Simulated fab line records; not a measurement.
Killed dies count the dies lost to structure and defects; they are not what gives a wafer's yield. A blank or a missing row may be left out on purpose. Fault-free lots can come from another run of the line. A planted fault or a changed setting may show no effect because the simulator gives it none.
Matching of chambers + flow n5Finfet + 4 sister chambers for N5_GATE_CUT_SAC_CAP_01 on aldSin-02
The step material SiNx, target thk 24 nm, pulse time 1 s, ald cycles 480. 4 wafers are shown with their chamber, then 8 later ones without.

WAFERS, EACH WITH ITS CHAMBER
| wafer  | chamber | heaterPowerW (W) |
|--------|---------|------------------|
| L089.1 | 2       | 803              |
| L091.4 | 1       | 771              |
| L091.6 | 0       | 829              |
| L094.2 | 3       | 1035             |

WAFERS WITH NO CHAMBER GIVEN
| wafer  | heaterPowerW (W) |
|--------|------------------|
| L094.3 | 809              |
| L094.5 | 855              |
| L096.1 | 772              |
| L096.4 | 821              |
| L096.6 | 856              |
| L097.1 | 814              |
| L097.4 | 855              |
| L097.6 | 840              |

THE CHAMBER EACH PASSED THROUGH
| wafer  | from the rows above          | in truth |
|--------|------------------------------|----------|
| L094.3 | can't be placed: 2 or 0 or 1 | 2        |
| L094.5 | can't be placed: 0 or 2      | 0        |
| L096.1 | can't be placed: 1 or 2      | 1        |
| L096.4 | can't be placed: 0 or 2      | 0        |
| L096.6 | can't be placed: 0 or 2      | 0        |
| L097.1 | can't be placed: 2 or 0 or 1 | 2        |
| L097.4 | can't be placed: 0 or 2      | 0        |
| L097.6 | can't be placed: 0 or 2      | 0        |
Correct placement for 0 of the 8. Cannot be placed on the basis of these rows: 8; the candidates contain the true chamber in 8. 0 placed wrongly.
How it was worked out, from the rows above alone: a wafer's distance from a chamber is the root of the sum, over the readings, of the square of ((its reading less the chamber's mean) divided by the reading's scatter). The wafer belongs to the nearest chamber; if the next one is less than 2 further off, it can't be placed. The mean given for a chamber averages the wafers shown for that chamber. The scatter (one wafer shown for each chamber): square how far every hidden wafer sits from the nearest shown wafer, average those squares and take the square root.
